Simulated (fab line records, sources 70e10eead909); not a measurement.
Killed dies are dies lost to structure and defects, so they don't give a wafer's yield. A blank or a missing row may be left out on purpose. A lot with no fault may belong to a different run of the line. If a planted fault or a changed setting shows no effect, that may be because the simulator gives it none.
fab line records | flow nand-harc
record: lots: 6 | wafers: 16 | last-day: 24
route steps=1159 shown A_CHANNEL_HOLE_D1@488 A_CHANNEL_FILL_D1@490 END@1159
lots that met no fault: from a run of the same line without faults
start-h: hours from the record's opening day to when the first of the lot's shown wafers began | wait-h: hours since the lot's step before | " the same as in the row above | L1.1+2: a row that stands for several wafers | - value missing, or start not given | * or withheld: withheld | < > ~ a bound
route shown NAME@n: names a module that has steps shown in the file, with the first one's number in the route | usual: the fault-free wafers' mean and standard deviation | same: alike in all rows | chamber/n: place in a boat | sites: per-site readings | _std_site: standard deviation of those values | _edge_site: the outer-site mean with the inner-site mean subtracted | radius-mm: how far each site lies from the wafer's centre | mask NAME#n: copy n | behind: the last tool/chamber to shape the wafer | hold: why the lot was held/for how many hours/how that ended | device: the transistor (n, p or np) that didn't switch | end of line: the route-end tests of the same wafers | where a step has no rows: the recipe by itself | killed: count of dies lost to structure and defects at first sort (not the wafer's yield) | map: per-die view of a wafer (x killed, . not killed, _ where there is no die)
set.NAME: the setting that was run; set.NAME@STEP: the one run at that earlier step | model.NAME: the simulator's own value behind a step, which no gauge read
lots at selected steps of the route; one table per step, one row per wafer
services: a tool's chamber out of use, with start hour (start-h, from the record's first day; less than 0 if before it), hours out, and reason
== steps ==
step: NHARC_A_CHANNEL_HOLE_D1_XSEM_31
recipe: landing-energy-ev: 35000
step: NHARC_A_CHANNEL_HOLE_D1_INSPECT_40
usual: raw-defect-count: 62/16
lot.wafer | tool              | chamber | start-h | wait-h | raw-defect-count
L374.2    | defect-inspect-01 | -       | 176.74  | -      | 68
L374.5    | "                 | -       | "       | "      | 58
L374.6    | "                 | -       | "       | "      | 51
L375.1    | defect-inspect-02 | -       | 181.56  | -      | 47
L375.2    | "                 | -       | "       | "      | 58
L375.6    | "                 | -       | "       | "      | 75
L389.1    | defect-inspect-02 | -       | 267.84  | -      | 50
L389.2    | "                 | -       | "       | "      | 68
L392.1    | defect-inspect-01 | -       | 287.62  | -      | 53
L392.4    | "                 | -       | "       | "      | 49
L394.1    | defect-inspect-01 | -       | 297.99  | -      | 49
L394.3    | "                 | -       | "       | "      | 80
L394.5    | "                 | -       | "       | "      | 57
L397.3    | defect-inspect-01 | -       | 308.12  | -      | 68
L397.4    | "                 | -       | "       | "      | 87
L397.6    | "                 | -       | "       | "      | 113
step: NHARC_A_CHANNEL_FILL_D1_PRECLEAN_00
recipe: time-s: * | temp-c: 50 | bath-age-min: 0 | chemistry: SC1
step: NHARC_A_CHANNEL_FILL_D1_SRD_01
step: NHARC_A_CHANNEL_FILL_D1_ALD_02
recipe: target-thk-a: 60 | pulse-time-s: 10 | ald-cycles: 60 | temp-c: 300 | material: SiO2
usual: heater-power-w: 446/42 | precursor-pulse-height-rel: 1.001/0.021 | susceptor-temp-C: 300.01/0.19
lot.wafer | tool      | chamber | start-h | wait-h | heater-power-w | precursor-pulse-height-rel | susceptor-temp-C
L374.2    | ald-hk-02 | 2       | 177.16  | -      | 494            | 1.020                      | 299.75
L374.6    | "         | 3       | "       | "      | 463            | 0.957                      | 299.71
L374.5    | "         | 0       | "       | "      | 491            | 1.031                      | 299.86
L375.2    | ald-hk-02 | 1       | 181.90  | -      | 424            | 1.012                      | 299.99
L375.1    | "         | 2       | "       | "      | 493            | 0.994                      | 300.04
L375.6    | "         | 3       | "       | "      | 463            | 1.018                      | 299.74
L389.1    | ald-hk-03 | 3       | 268.18  | -      | 359            | 1.003                      | 299.82
L389.2    | "         | 0       | "       | "      | 462            | 1.036                      | 299.76
L392.4    | ald-hk-04 | 0       | 287.96  | -      | 436            | 0.991                      | 300.47
L392.1    | "         | 1       | "       | "      | 411            | 1.014                      | 299.88
L394.3    | ald-hk-04 | 0       | 298.18  | -      | 445            | 1.019                      | 300.19
L394.1    | "         | 3       | "       | "      | 458            | 0.990                      | 300.05
L394.5    | "         | 1       | "       | "      | 409            | 1.005                      | 299.83
L397.4    | ald-hk-02 | 2       | 308.33  | -      | 493            | 1.009                      | 300.30
L397.3    | "         | 3       | "       | "      | 471            | 1.022                      | 300.06
L397.6    | "         | 2       | "       | "      | 494            | 1.035                      | 300.10
step: NHARC_A_CHANNEL_FILL_D1_ALD_03
recipe: target-thk-a: 60 | pulse-time-s: 60 | ald-cycles: 58 | temp-c: 630 | pressure-torr: 2 | material: SiNx
step: NHARC_A_CHANNEL_FILL_D1_ALD_14
recipe: target-thk-a: 25 | pulse-time-s: 10 | ald-cycles: 25 | temp-c: 300 | material: SiO2
usual: heater-power-w: 453/38 | precursor-pulse-height-rel: 1.000/0.019 | susceptor-temp-C: 299.97/0.17
lot.wafer | tool      | chamber | start-h | wait-h | heater-power-w | precursor-pulse-height-rel | susceptor-temp-C
L374.2    | ald-hk-02 | 3       | 184.01  | 0.2    | 463            | 1.009                      | 299.82
L374.6    | "         | 0       | "       | "      | 482            | 0.998                      | 299.87
L374.5    | "         | 1       | "       | "      | 430            | 0.993                      | 300.10
L375.2    | ald-hk-03 | 3       | 187.96  | 0.0    | 371            | 0.993                      | 300.11
L375.1    | "         | 2       | "       | "      | 488            | 1.011                      | 299.99
L375.6    | "         | 3       | "       | "      | 366            | 1.005                      | 300.10
L389.2    | ald-hk-02 | 1       | 273.33  | 0.5    | 421            | 0.964                      | -
L389.1    | "         | 2       | "       | "      | 490            | 0.985                      | -
L392.4    | ald-hk-03 | 2       | 294.84  | 0.0    | 491            | 0.992                      | 300.16
L392.1    | "         | 1       | "       | "      | 497            | 1.010                      | 299.97
L394.1    | ald-hk-02 | 3       | 305.23  | 0.1    | 465            | 1.002                      | 299.78
L394.3    | "         | 1       | "       | "      | 477            | 0.997                      | 300.08
L394.5    | "         | 3       | "       | "      | 477            | 0.980                      | 299.99
L397.3    | ald-hk-04 | 0       | 315.30  | 0.0    | 445            | 1.000                      | 299.75
L397.4    | "         | 2       | "       | "      | 406            | 1.039                      | 300.14
L397.6    | "         | 1       | "       | "      | 410            | 0.996                      | 299.79
step: NHARC_A_CHANNEL_FILL_D1_ALD_15
recipe: target-thk-a: 20 | pulse-time-s: 60 | ald-cycles: 19 | temp-c: 630 | pressure-torr: 2 | material: SiNx
step: NHARC_A_CHANNEL_FILL_D1_ALD_16
recipe: target-thk-a: 15 | pulse-time-s: 10 | ald-cycles: 15 | temp-c: 300 | material: SiO2
usual: heater-power-w: 460/40 | precursor-pulse-height-rel: 1.001/0.022 | susceptor-temp-C: 300.03/0.18
lot.wafer | tool      | chamber | start-h | wait-h | heater-power-w | precursor-pulse-height-rel | susceptor-temp-C
L374.2    | ald-hk-02 | 2       | 189.07  | 0.0    | 485            | 0.998                      | 300.21
L374.5    | "         | 2       | "       | "      | 488            | 1.002                      | 300.19
L374.6    | "         | 3       | "       | "      | 471            | 1.013                      | 300.07
L375.2    | ald-hk-02 | 0       | 196.23  | 3.1    | 479            | 1.005                      | 300.25
L375.1    | "         | 3       | "       | "      | 475            | 0.985                      | 299.73
L375.6    | "         | 1       | "       | "      | 425            | 0.957                      | 300.19
L389.1    | ald-hk-02 | 2       | 278.65  | 0.5    | 490            | 1.009                      | 299.62
L389.2    | "         | 3       | "       | "      | 466            | 1.002                      | 299.83
L392.4    | ald-hk-04 | 3       | 300.05  | 0.1    | 463            | 1.020                      | 300.17
L392.1    | "         | 0       | "       | "      | 438            | 0.979                      | 300.04
L394.3    | ald-hk-02 | 3       | 310.40  | 0.0    | 462            | 1.021                      | 300.04
L394.1    | "         | 1       | "       | "      | 474            | 0.984                      | 300.04
L394.5    | "         | 0       | "       | "      | 503            | 0.975                      | 300.23
L397.3    | ald-hk-03 | 2       | 320.50  | 0.1    | 492            | 1.043                      | 300.20
L397.4    | "         | 0       | "       | "      | 477            | 0.976                      | 300.05
L397.6    | "         | 1       | "       | "      | 494            | 1.015                      | 300.01
step: NHARC_A_CHANNEL_FILL_D1_ANNEAL_17
recipe: temp-c: 850 | time-s: 1800
step: NHARC_A_CHANNEL_FILL_D1_CVD_18
recipe: target-thk-a: 30 | temp-c: 550 | material: poly-Si
step: NHARC_A_CHANNEL_FILL_D1_ETCHBACK_19
recipe: target-depth-a: 50 | time-s: 1.7 | hbr-flow-sccm: 150 | cl2-flow-sccm: 50 | rf-w: 400 | icp-w: 400 | bias-w: 100 | chemistry: HBr/Cl2
usual: drypump-motor-current-A: 5.9/0.32 | oes-product-au: 0.997/0.011 | throttle-valve-pct: 26.405/0.0085
lot.wafer | tool      | chamber | start-h | wait-h | drypump-motor-current-A | oes-product-au | rf-hours-counter-h | throttle-valve-pct
L374.2    | rie-si-02 | 1       | 200.85  | 0.4    | 6.1                     | 1.001          | 1.4                | 26.399
L374.6    | "         | 3       | "       | "      | 5.7                     | 0.990          | -                  | 26.409
L374.5    | "         | 0       | "       | "      | 5.6                     | 1.015          | -                  | 26.389
L375.2    | rie-si-02 | 3       | 208.42  | 0.4    | 5.7                     | 0.995          | 1.5                | 26.403
L375.1    | "         | 0       | "       | "      | 5.6                     | 1.006          | 1.5                | 26.390
L375.6    | "         | 2       | "       | "      | 5.9                     | 0.992          | -                  | 26.415
L389.1    | rie-si-03 | 0       | 290.82  | 0.4    | 6.5                     | 0.988          | 1.2                | 26.411
L389.2    | "         | 2       | "       | "      | 6.3                     | 0.997          | 1.5                | 26.394
L392.4    | rie-si-03 | 3       | 312.07  | 0.4    | 5.9                     | 0.986          | 1.6                | 26.405
L392.1    | "         | 1       | "       | "      | 6.1                     | 0.996          | 1.4                | 26.400
L394.1    | rie-si-03 | 3       | 321.97  | 0.4    | 5.9                     | 0.987          | 1.7                | 26.407
L394.3    | "         | 0       | "       | "      | 6.5                     | 1.004          | 1.4                | 26.400
L394.5    | "         | 0       | "       | "      | 6.4                     | 0.999          | -                  | 26.383
L397.4    | rie-si-02 | 3       | 332.26  | 0.4    | 5.7                     | 0.986          | 0.8                | 26.397
L397.3    | "         | 1       | "       | "      | 6.1                     | 0.978          | 0.9                | 26.417
L397.6    | "         | 0       | "       | "      | 5.6                     | 1.014          | -                  | 26.402
step: NHARC_A_CHANNEL_FILL_D1_ETCHBACK_20
recipe: target-depth-a: 270 | time-s: 13.5 | c4f8-flow-sccm: withheld | o2-flow-sccm: 8 | ar-flow-sccm: withheld | rf-w: 600 | bias-w: 1500 | chemistry: C4F8/O2/Ar
usual: oes-product-au: 0.98/0.034 | rf-vpp-V: 977/5.6 | run-length-s: 34.8/0.44
lot.wafer | tool        | chamber | start-h | wait-h | oes-product-au | rf-hours-counter-h | rf-vpp-V | run-length-s
L374.2    | rie-diel-01 | 3       | 200.98  | -      | 0.99           | 1                  | 970      | 35.2
L374.5    | "           | 0       | "       | "      | 1.01           | -                  | 983      | 34.7
L374.6    | "           | 1       | "       | "      | 1.01           | -                  | 975      | 34.7
L375.1    | rie-diel-01 | 3       | 208.53  | -      | 0.99           | 1                  | 970      | 34.7
L375.2    | "           | 0       | "       | "      | 1.01           | 1                  | 984      | 34.8
L375.6    | "           | 2       | "       | "      | 0.98           | -                  | 979      | 34.6
L389.1    | rie-diel-01 | 3       | 290.95  | -      | 1.00           | 3                  | 972      | 27.0
L389.2    | "           | 0       | "       | "      | 1.00           | 3                  | 984      | 34.8
L392.1    | rie-diel-01 | 3       | 312.19  | -      | 1.00           | 3                  | 972      | 27.5
L392.4    | "           | 2       | "       | "      | 1.00           | 4                  | 979      | 34.7
L394.3    | rie-diel-05 | 2       | 322.09  | -      | 0.91           | 30                 | 972      | 34.7
L394.1    | "           | 0       | "       | "      | 0.94           | 33                 | 971      | 34.4
L394.5    | "           | 3       | "       | "      | 0.91           | -                  | 984      | 33.7
L397.3    | rie-diel-03 | 0       | 332.41  | -      | 0.93           | 3                  | 975      | 34.7
L397.4    | "           | 1       | "       | "      | 0.92           | -                  | 983      | 35.7
L397.6    | "           | 0       | "       | "      | 0.94           | -                  | 976      | 34.5
step: NHARC_A_CHANNEL_FILL_D1_STRIP_28
recipe: time-s: 20 | o2-flow-sccm: 500 | ar-flow-sccm: 0 | bias-w: 0 | chemistry: O2
usual: drypump-motor-current-A: 5.6/0.45 | oes-product-au: 0.999/0.011 | rf-vpp-V: 57.7/0.86 | showerhead-plenum-p-Torr: 3.50/0.14 | throttle-valve-pct: 17.037/0.0095
lot.wafer | tool        | chamber | start-h | wait-h | drypump-motor-current-A | oes-product-au | rf-hours-counter-h | rf-vpp-V | showerhead-plenum-p-Torr | throttle-valve-pct
L374.2    | rie-diel-01 | 1       | 201.05  | 0.1    | 6.0                     | 1.013          | 1                  | 58.1     | 3.41                     | 17.043
L374.6    | "           | 2       | "       | "      | 5.0                     | 0.994          | -                  | 57.3     | 3.56                     | 17.021
L374.5    | "           | 3       | "       | "      | 6.1                     | 0.999          | -                  | 56.0     | 3.33                     | 17.043
L375.1    | rie-diel-01 | 0       | 208.62  | 0.1    | 5.3                     | 1.022          | 1                  | 57.9     | 3.68                     | 17.045
L375.2    | "           | 1       | "       | "      | 6.0                     | 1.008          | 1                  | 58.4     | 3.41                     | 17.039
L375.6    | "           | 3       | "       | "      | 6.1                     | 0.993          | -                  | 56.6     | 3.33                     | 17.043
L389.2    | rie-diel-01 | 2       | 291.03  | 0.1    | 5.0                     | 0.993          | 3                  | 59.3     | 3.56                     | 17.041
L389.1    | "           | 0       | "       | "      | 5.3                     | 0.999          | 3                  | 57.5     | 3.68                     | 17.026
L392.4    | rie-diel-01 | 0       | 312.29  | 0.1    | 5.3                     | 1.013          | 3                  | 58.3     | 3.68                     | 17.043
L392.1    | "           | 1       | "       | "      | 6.0                     | 1.008          | 4                  | 57.8     | 3.41                     | 17.032
L394.3    | rie-diel-05 | 2       | 322.18  | 0.1    | 6.6                     | 0.993          | 30                 | 57.2     | 3.37                     | 17.046
L394.1    | "           | 0       | "       | "      | 5.9                     | 1.006          | 33                 | 57.3     | 3.32                     | 17.053
L394.5    | "           | 3       | "       | "      | 5.7                     | 0.999          | -                  | 59.3     | 3.67                     | 17.027
L397.3    | rie-diel-03 | 0       | 332.50  | 0.1    | 4.9                     | 1.012          | 3                  | 58.3     | 3.44                     | 17.038
L397.4    | "           | 0       | "       | "      | 4.9                     | 1.004          | -                  | 57.7     | 3.44                     | 17.027
L397.6    | "           | 1       | "       | "      | 5.8                     | 0.996          | -                  | 57.9     | 3.66                     | 17.043
step: NHARC_END_SORT_01
recipe: temp-c: 25
usual: killed-at-array: 27/11 | killed-at-other: 0.6/0.89 | killed-at-periphery: 3.0/2.4 | killed-dies: 31/12 | killed-open: 3.2/1.6 | killed-short: 2.0/1.5
same: gross-dies: 677
lot.wafer | tool      | chamber | start-h | wait-h | killed-at-array | killed-at-other | killed-at-periphery | killed-dies | killed-open | killed-short
L389.1    | prober-02 | 0       | 516.91  | 2.5    | 675             | 0               | 2                   | 677         | 3           | 2
L392.1    | prober-01 | 0       | 534.47  | 2.5    | 664             | 4               | 9                   | 677         | 2           | 0
killed by level:class
L389.1 A_CHANNEL_FILL_D1:area-etchback=645 A_CHANNEL_HOLE_D1:chamber-film-flake=15 A_CONTACT:chamber-film-flake=6 A_BLC:geometric-particle:open=2 A_STAIRCASE:chamber-film-flake=2 A_WL_FILL:chamber-film-flake=2 P_GATE:geometric-particle:short=1 A_CHANNEL_FILL_D1:geometric-particle:short=1
L392.1 A_CHANNEL_FILL_D1:area-etchback=634 A_CHANNEL_HOLE_D1:chamber-film-flake=10 A_SLIT:chamber-film-flake=9 P_M2:chamber-film-flake=5 A_STAIRCASE:chamber-film-flake=5 A_CONTACT:chamber-film-flake=4 THIN_TSV:chamber-film-flake=4 A_CONTACT:geometric-particle:open=2
map L389.1 (x killed, . not)
____________x____________
_________xxxxxxx_________
_______xxxxxxxxxxx_______
______xxxxxxxxxxxxx______
_____xxxxxxxxxxxxxxx_____
____xxxxxxxxxxxxxxxxx____
____xxxxxxxxxxxxxxxxx____
___xxxxxxxxxxxxxxxxxxx___
___xxxxxxxxxxxxxxxxxxx___
__xxxxxxxxxxxxxxxxxxxxx__
__xxxxxxxxxxxxxxxxxxxxx__
_xxxxxxxxxxxxxxxxxxxxxxx_
_xxxxxxxxxxxxxxxxxxxxxxx_
_xxxxxxxxxxxxxxxxxxxxxxx_
_xxxxxxxxxxxxxxxxxxxxxxx_
_xxxxxxxxxxxxxxxxxxxxxxx_
xxxxxxxxxxxxxxxxxxxxxxxxx
xxxxxxxxxxxxxxxxxxxxxxxxx
xxxxxxxxxxxxxxxxxxxxxxxxx
xxxxxxxxxxxxxxxxxxxxxxxxx
xxxxxxxxxxxxxxxxxxxxxxxxx
_xxxxxxxxxxxxxxxxxxxxxxx_
_xxxxxxxxxxxxxxxxxxxxxxx_
_xxxxxxxxxxxxxxxxxxxxxxx_
_xxxxxxxxxxxxxxxxxxxxxxx_
_xxxxxxxxxxxxxxxxxxxxxxx_
__xxxxxxxxxxxxxxxxxxxxx__
__xxxxxxxxxxxxxxxxxxxxx__
___xxxxxxxxxxxxxxxxxxx___
___xxxxxxxxxxxxxxxxxxx___
____xxxxxxxxxxxxxxxxx____
____xxxxxxxxxxxxxxxxx____
_____xxxxxxxxxxxxxxx_____
______xxxxxxxxxxxxx______
_______xxxxxxxxxxx_______
_________xxxxxxx_________
____________x____________
map L392.1 (x killed, . not)
____________x____________
_________xxxxxxx_________
_______xxxxxxxxxxx_______
______xxxxxxxxxxxxx______
_____xxxxxxxxxxxxxxx_____
____xxxxxxxxxxxxxxxxx____
____xxxxxxxxxxxxxxxxx____
___xxxxxxxxxxxxxxxxxxx___
___xxxxxxxxxxxxxxxxxxx___
__xxxxxxxxxxxxxxxxxxxxx__
__xxxxxxxxxxxxxxxxxxxxx__
_xxxxxxxxxxxxxxxxxxxxxxx_
_xxxxxxxxxxxxxxxxxxxxxxx_
_xxxxxxxxxxxxxxxxxxxxxxx_
_xxxxxxxxxxxxxxxxxxxxxxx_
_xxxxxxxxxxxxxxxxxxxxxxx_
xxxxxxxxxxxxxxxxxxxxxxxxx
xxxxxxxxxxxxxxxxxxxxxxxxx
xxxxxxxxxxxxxxxxxxxxxxxxx
xxxxxxxxxxxxxxxxxxxxxxxxx
xxxxxxxxxxxxxxxxxxxxxxxxx
_xxxxxxxxxxxxxxxxxxxxxxx_
_xxxxxxxxxxxxxxxxxxxxxxx_
_xxxxxxxxxxxxxxxxxxxxxxx_
_xxxxxxxxxxxxxxxxxxxxxxx_
_xxxxxxxxxxxxxxxxxxxxxxx_
__xxxxxxxxxxxxxxxxxxxxx__
__xxxxxxxxxxxxxxxxxxxxx__
___xxxxxxxxxxxxxxxxxxx___
___xxxxxxxxxxxxxxxxxxx___
____xxxxxxxxxxxxxxxxx____
____xxxxxxxxxxxxxxxxx____
_____xxxxxxxxxxxxxxx_____
______xxxxxxxxxxxxx______
_______xxxxxxxxxxx_______
_________xxxxxxx_________
____________x____________
== services ==
tool        | chamber | start-h | hours | kind
rie-si-03   | -       | 155.00  | 9.0   | pm
rie-diel-01 | 3       | 155.04  | 10.5  | repair
rie-diel-03 | 2       | 158.96  | 5.5   | repair
rie-diel-05 | -       | 160.11  | 0.2   | repair
rie-diel-05 | -       | 163.60  | 9.0   | pm
ald-hk-04   | -       | 186.00  | 10.0  | pm
rie-si-03   | 0       | 188.06  | 7.4   | repair
rie-diel-03 | 0       | 196.98  | 9.2   | repair
rie-si-02   | -       | 211.00  | 9.0   | pm
rie-diel-05 | 2       | 214.35  | 2.3   | repair
rie-diel-03 | -       | 215.30  | 9.0   | pm
rie-diel-05 | 2       | 226.33  | 2.6   | repair
rie-diel-03 | 3       | 231.43  | 2.8   | repair
ald-hk-02   | -       | 247.75  | 0.5   | repair
rie-diel-03 | 3       | 275.36  | 20.5  | repair
ald-hk-02   | 0       | 282.45  | 10.0  | vent-cycle
ald-hk-02   | 1       | 282.45  | 10.0  | vent-cycle
ald-hk-02   | 3       | 282.45  | 10.0  | vent-cycle
rie-si-02   | 1       | 300.13  | 2.8   | repair
rie-diel-03 | 2       | 313.11  | 21.0  | repair
rie-diel-01 | -       | 314.80  | 9.0   | pm
rie-diel-03 | 0       | 326.91  | 2.7   | repair
rie-diel-05 | -       | 329.08  | 0.7   | repair
rie-si-03   | -       | 332.00  | 9.0   | pm
== key ==
first-sign: step: NHARC_A_CHANNEL_FILL_D1_ETCHBACK_20 | reading: run-length-s | direction: down | sigmas: 17 | usual: * | struck: *
effect: step: NHARC_END_SORT_01 | reading: killed-at-array | direction: up | sigmas: 59 | usual: 27 | struck: 670
more-kills-born-at: NHARC_A_CHANNEL_FILL_D1_ETCHBACK_20@rie-diel-01: 1279
met-at NHARC_A_CHANNEL_FILL_D1_ETCHBACK_20
struck-wafers L389.1,L392.1
later-rows-left-out L389.1,L392.1
tester-left-out L389,L392
onset-between 208.53 290.95
fault: kind: process-parameter-drift | tool: rie-diel-01 | chamber: - | onset-h: 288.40 | steps: NHARC_A_CHANNEL_FILL_D1_ETCHBACK_20 | channel: time-s | offset: * | shape: step | end-h: 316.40 | scope: struck-wafers-only | acts-in: * | stated: *
tester-left-out: of these lots the tester's yield and bins aren't shown, on N5 and GAA mostly nor the transistor test; their killed dies are dies lost to structure and defects alone, not to doping, threshold or leakage, so they don't give the yield
later-rows-left-out: the simulator's readings of these wafers behind a module that went badly wrong aren't trusted and aren't shown, but for the sort
